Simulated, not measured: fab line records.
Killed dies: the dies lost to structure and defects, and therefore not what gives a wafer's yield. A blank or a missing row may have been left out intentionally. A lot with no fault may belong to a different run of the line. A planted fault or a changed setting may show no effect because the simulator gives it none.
A struck lot beside a sound one | flow nand harc | 15 steps out of a route of 1302
Sound: wafers L831.4, L831.5, L831.6. The struck wafers were L815.2, L815.3, L815.5. Last of all comes the cause.
At each step with rows: each side's tool, then ch and its chambers, then its first start. Under that, the readings that differ: sound wafers | struck wafers | difference of the means | sigmas: that difference in standard deviations of wafers without a fault.
alike: readings whose means differ by less than 2 such deviations, and words and numbers that are the same on both sides. not compared: withheld readings, readings that some wafer has no value for, bounds like >300 that may hide the same value, and numbers for which the record gives no deviation and whose values overlap.
Wherever a step has rows on one side only, a row that says differs or no value, or a row with sigmas, the two part there. Numbers that don't overlap but have no deviation are shown without sigmas and don't part them. A reading that every wafer of one side lacks parts them only if that side has two wafers or more.

first, 2 steps without rows for these wafers: NHARC_P_GATE_PEB_09 (peb time 85 s); NHARC_P_GATE_DEVELOP_10 (time 70 s).
NHARC_P_GATE_CD_MEAS_11: target cd 1640 nm.
  sound on cd sem-02 ch 0, day 13 00:47; struck on cd sem-02 ch 0, day 6 09:37
  alike: cd nm
then, 1 step without rows for these wafers: NHARC_P_GATE_HARDBAKE_12 (time 80 s).
NHARC_P_GATE_DESCUM_13: chemistry O2, time 3 s.
  sound on rie diel-04 ch 1,2, day 13 00:57; struck on rie diel-04 ch 0,1,3, day 6 09:48
  alike: drypump motor current A, oes product au, rf vpp V, showerhead plenum p Torr, throttle valve pct
  not compared: rf hours counter h
then, 6 steps without rows for these wafers: NHARC_P_GATE_ETCH_14 (etches SiO2 in dHF, target depth 48.8 nm); NHARC_P_GATE_STRIP_15 (strips in SPM, time 780 s); NHARC_P_GATE_PRECLEAN_71 (cleans in SC1); NHARC_P_GATE_SRD_72; NHARC_P_GATE_OXIDE_16 (material SiO2, target thk 3 nm, ox time 392 s); NHARC_P_GATE_CVD_17 (deposits poly-Si, target thk 150 nm, time 900 s).
NHARC_P_GATE_HM_DEP_102: deposits aC, target thk 120 nm.
  sound on acl dep-01 ch 0, day 13 17:40; struck on acl dep-02 ch 0, day 6 22:22
  alike: throttle valve pct
NHARC_P_GATE_DEP_103: deposits SiON, target thk 30 nm.
  sound on pecvd-01 ch 0,1,2, day 13 18:06; struck on pecvd-03 ch 0,1,2, day 6 23:18
  alike: heater power w
then, 1 step without rows for these wafers: NHARC_P_GATE_DEHYDRATE_18 (time 120 s).
-- record jumps: 19 days between struck wafers' starts before vs after; left off in module P_GATE, resumes in module END, first step shown is number 1302 of the route --
NHARC_END_SORT_01:
  here the record holds rows for the struck wafers (prober-01 ch 0, day 25 20:32) but none for the sound ones

WHERE THEY PART
NHARC_END_SORT_01 only, going by this record.

WHY: what the simulator had put in
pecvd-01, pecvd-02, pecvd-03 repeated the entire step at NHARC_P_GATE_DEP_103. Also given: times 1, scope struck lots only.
